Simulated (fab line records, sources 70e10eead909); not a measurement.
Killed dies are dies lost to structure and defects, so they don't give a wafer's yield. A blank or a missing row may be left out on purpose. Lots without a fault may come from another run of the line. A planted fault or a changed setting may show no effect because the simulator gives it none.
Chamber matching | flow nand_harc | NHARC_P_CONTACT_STRIP_28 on rie_diel-06: 4 sister chambers
The step strips in O2. 27 wafers are shown with their chamber, then 12 later ones without.

WAFERS WITH THEIR CHAMBER
wafer  | chamber | showerhead_plenum_p_Torr (Torr) | drypump_motor_current_A (A) | oes_product_au (a.u.)
L077.3 | 0       | 3.46                            | 5.7                         | 1.002
L077.4 | 2       | 3.54                            | 5.1                         | 0.987
L077.6 | 3       | 3.42                            | 6.0                         | 1.006
L076.1 | 0       | 3.46                            | 5.8                         | 0.992
L076.2 | 3       | 3.42                            | 6.0                         | 1.014
L076.6 | 1       | 3.54                            | 6.0                         | 1.002
L075.2 | 1       | 3.54                            | 6.0                         | 1.003
L075.4 | 0       | 3.46                            | 5.8                         | 1.007
L075.6 | 1       | 3.54                            | 6.0                         | 0.995
L078.3 | 3       | 3.42                            | 6.0                         | 0.995
L078.4 | 2       | 3.54                            | 5.1                         | 0.992
L078.5 | 0       | 3.46                            | 5.8                         | 1.009
L084.1 | 1       | 3.53                            | 6.1                         | 1.001
L084.4 | 2       | 3.54                            | 5.1                         | 0.988
L084.6 | 0       | 3.46                            | 5.8                         | 1.006
L083.2 | 1       | 3.53                            | 6.0                         | 0.998
L083.4 | 0       | 3.46                            | 5.8                         | 1.007
L083.5 | 0       | 3.46                            | 5.8                         | 1.005
L087.1 | 3       | 3.42                            | 6.0                         | 1.014
L087.4 | 1       | 3.53                            | 6.1                         | 1.003
L087.5 | 0       | 3.45                            | 5.8                         | 1.018
L085.1 | 2       | 3.54                            | 5.0                         | 1.003
L085.3 | 0       | 3.45                            | 5.8                         | 1.010
L085.6 | 1       | 3.53                            | 6.1                         | 1.000
L089.1 | 1       | 3.53                            | 6.1                         | 1.001
L089.4 | 0       | 3.45                            | 5.8                         | 1.002
L089.5 | 3       | 3.42                            | 6.0                         | 1.012

SIGNATURES (means of the wafers above)
reading                  | chamber 0 | chamber 1 | chamber 2 | chamber 3 | scatter within a chamber
showerhead_plenum_p_Torr | 3.4570    | 3.5337    | 3.5400    | 3.4200    | 0.00416
drypump_motor_current_A  | 5.790     | 6.050     | 5.075     | 6.000     | 0.0398
oes_product_au           | 1.00580   | 1.00038   | 0.99250   | 1.00820   | 0.00616
Rule: a wafer's distance from a chamber is the root of the sum, over the readings, of the square of ((its reading less the chamber's mean) divided by the reading's scatter). The wafer belongs to the nearest chamber; if the next one is less than 2 further off, it can't be placed. The scatter: the root of (the sum of the squares of (reading less its chamber's mean) over the shown wafers, divided by (wafers less chambers)).

WAFERS WITHOUT THEIR CHAMBER
wafer  | showerhead_plenum_p_Torr (Torr) | drypump_motor_current_A (A) | oes_product_au (a.u.)
L091.2 | 3.45                            | 5.8                         | 1.004
L091.4 | 3.53                            | 6.1                         | 1.003
L091.6 | 3.42                            | 6.0                         | 1.008
L093.2 | 3.41                            | 6.0                         | 0.999
L093.3 | 3.45                            | 5.8                         | 1.007
L093.4 | 3.53                            | 6.0                         | 1.013
L094.4 | 3.53                            | 6.0                         | 1.000
L094.5 | 3.41                            | 6.0                         | 0.996
L094.6 | 3.53                            | 5.1                         | 0.999
L095.2 | 3.45                            | 5.8                         | 1.006
L095.5 | 3.53                            | 6.1                         | 1.008
L095.6 | 3.53                            | 5.0                         | 0.989

WHICH CHAMBER EACH WENT THROUGH
wafer  | from the rows above | in truth
L091.2 | 0                   | 0
L091.4 | 1                   | 1
L091.6 | 3                   | 3
L093.2 | 3                   | 3
L093.3 | 0                   | 0
L093.4 | 1                   | 1
L094.4 | 1                   | 1
L094.5 | 3                   | 3
L094.6 | 2                   | 2
L095.2 | 0                   | 0
L095.5 | 1                   | 1
L095.6 | 2                   | 2
Placed correctly: 12 of 12. Can't be placed from these rows: 0. Placed wrongly: 0.
